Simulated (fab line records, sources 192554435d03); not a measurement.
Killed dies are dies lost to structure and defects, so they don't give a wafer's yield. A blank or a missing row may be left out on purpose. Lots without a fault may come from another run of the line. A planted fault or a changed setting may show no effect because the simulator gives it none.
Split-lot experiment | flow n5_finfet | 7 lots, 21 wafers read, on a route of 1938 steps

THE SPLIT
At N5_BEOL_M5_TRENCH_ETCH_37 (etches SiCOH lowk in C4F6/O2, target depth 71.652 nm, time 24.7 s), the setting time_s was moved away from the recipe's 24.7 s on 6 of the 21 wafers read, by -20.8% to +16.8%. The other wafers ran this setting at the recipe's value.

FROM THE SPLIT TO THE READING: what the file shows between them, 13 steps
- N5_BEOL_M5_ETCH_41: etches SiCN in CH3F/O2, target depth 31.5 nm, time 56.7 s
- N5_BEOL_M5_STRIP_91: strips in N2/H2, time 10 s
- N5_BEOL_M5_OCD_MEAS_38
- N5_BEOL_M5_HM_STRIP_39: strips TiN in peroxide tin strip, target depth 25 nm, time 158 s
- N5_BEOL_M5_SRD_40: time 30 s
- N5_BEOL_M5_ECD_50: material Cu, target thk 300 nm
- N5_BEOL_M5_ANNEAL_51: time 90 s
- N5_BEOL_M5_CMP_52: polishes, stops on SiCOH lowk, t overpolish 6.9 s, target thk 62 nm
- N5_BEOL_M5_THK_MEAS_53: measures by xrf
- N5_BEOL_M5_PRE_CLEAN_77: time 15 s
- N5_BEOL_M5_CO_CAP_78: material Co, precursor CCTBA/H2, target thk 2 nm, time 102.1 s
- N5_BEOL_M5_PRE_CLEAN_55: time 15 s
- N5_BEOL_M5_DEP_56: deposits SiCN from 3MS/NH3, target thk 8 nm, time 14 s

THE READING
M5_RS, in ohm/sq, at N5_BEOL_M5_RS_MEAS_57 (measures by four-point-probe). Fault-free wafers of this fab line usually give 0.385 ohm/sq, standard deviation 0.018 ohm/sq.

wafer  | tool, chamber at the split | time_s as run, s | against the recipe | M5_RS, ohm/sq | against lot-mates on the recipe
L074.3 | rie_diel-02, 1             | 24.7             | recipe             | 0.393         | -
L074.5 | rie_diel-02, 0             | 24.7             | recipe             | 0.388         | -
L074.6 | rie_diel-02, 1             | 24.7             | recipe             | 0.385         | -
L077.1 | rie_diel-02, 3             | 24.7             | recipe             | 0.400         | -
L077.2 | rie_diel-02, 2             | 27.82            | +12.6%             | 0.342         | -0.045
L077.3 | rie_diel-02, 1             | 24.7             | recipe             | 0.374         | -
L078.1 | rie_diel-06, 2             | 24.7             | recipe             | 0.390         | -
L078.4 | rie_diel-06, 1             | 27.9             | +13.0%             | 0.317         | -0.073
L078.5 | rie_diel-06, 2             | 27.9             | +13.0%             | 0.318         | -0.072
L082.1 | rie_diel-01, 2             | 28.84            | +16.8%             | 0.315         | -0.058
L082.2 | rie_diel-01, 0             | 24.7             | recipe             | 0.373         | -
L082.6 | rie_diel-01, 0             | 28.84            | +16.8%             | 0.294         | -0.079
L084.2 | rie_diel-01, 0             | 24.7             | recipe             | 0.378         | -
L084.4 | rie_diel-01, 1             | 24.7             | recipe             | 0.426         | -
L084.5 | rie_diel-01, 3             | 24.7             | recipe             | 0.424         | -
L093.1 | rie_diel-06, 0             | 24.7             | recipe             | 0.365         | -
L093.4 | rie_diel-06, 2             | 19.56            | -20.8%             | 0.522         | +0.155
L093.6 | rie_diel-06, 0             | 24.7             | recipe             | 0.370         | -
L094.2 | rie_diel-02, 3             | 24.7             | recipe             | 0.364         | -
L094.4 | rie_diel-02, 1             | 24.7             | recipe             | 0.397         | -
L094.5 | rie_diel-02, 3             | 24.7             | recipe             | 0.376         | -

THE FIT
A straight line over all 21 wafers: M5_RS changes by -0.00543 ohm/sq for each +1% of time_s; r = -0.93; the points scatter about the line by 0.018 ohm/sq.
The same after taking each lot's own level away (the mean of its wafers on the recipe; 21 wafers): -0.00552 ohm/sq for each +1%; r = -0.94; scatter 0.017 ohm/sq.
On that fit, the largest move of time_s shifts the reading by 0.11 ohm/sq.
The lots' own levels span 0.3675 to 0.4093 ohm/sq, that is 2.3 times the standard deviation above.
So the lot-to-lot level changes the slope little: the two slopes agree.
Check: with one of the wafers moved furthest among these (-20.8%) left out of the fit, the line predicts +0.0928 ohm/sq for it against its lot-mates. It came out at +0.155 ohm/sq against them.

OTHER SPLITS ON THESE WAFERS
These wafers also went through other splits before the reading. Each is held against what the fit with the lots' levels taken away leaves over:
other split on the same wafers | wafers away from the commonest value | r with M5_RS (lot level and that fit taken away)
N5_BEOL_M4_COAT_62 spin_rpm    | 9                                    | +0.28
N5_BEOL_M5_ETCH_68 bias_w      | 7                                    | -0.19

THE WHOLE CHAIN: every reading that the file lists as answering this split, in the file's order
step                      | what it does                                                        | reading                                                                      | change (the file's fit)               | r (the file's)
N5_BEOL_M5_TRENCH_ETCH_37 | etches SiCOH lowk in C4F6/O2, target depth 71.652 nm, time 24.7 s   | BEOL_M5.feature_depth_nm (the simulator's own value, which no gauge read)    | +0.754 nm for each +1% of the setting | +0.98
N5_BEOL_M5_TRENCH_ETCH_37 | etches SiCOH lowk in C4F6/O2, target depth 71.652 nm, time 24.7 s   | etch.depth_nm (the simulator's own value, which no gauge read)               | +0.751 nm for each +1% of the setting | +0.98
N5_BEOL_M5_OCD_MEAS_38    |                                                                     | trench_depth_nm                                                              | +0.74 nm for each +1% of the setting  | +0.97
N5_BEOL_M5_CMP_52         | polishes, stops on SiCOH lowk, t overpolish 6.9 s, target thk 62 nm | Cu_of_BEOL_M5_ECD_50.thk_nm (the simulator's own value, which no gauge read) | +0.738 nm for each +1% of the setting | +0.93
N5_BEOL_M5_THK_MEAS_53    | measures by xrf                                                     | M5_THK                                                                       | +0.753 for each +1% of the setting    | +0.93
N5_BEOL_M5_RS_MEAS_57     | measures by four-point-probe                                        | M5_RS                                                                        | -0.00564 for each +1% of the setting  | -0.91

THE FILE'S OWN FIT
M5_RS changes by -0.00564 ohm/sq for each +1% of time_s, r = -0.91.
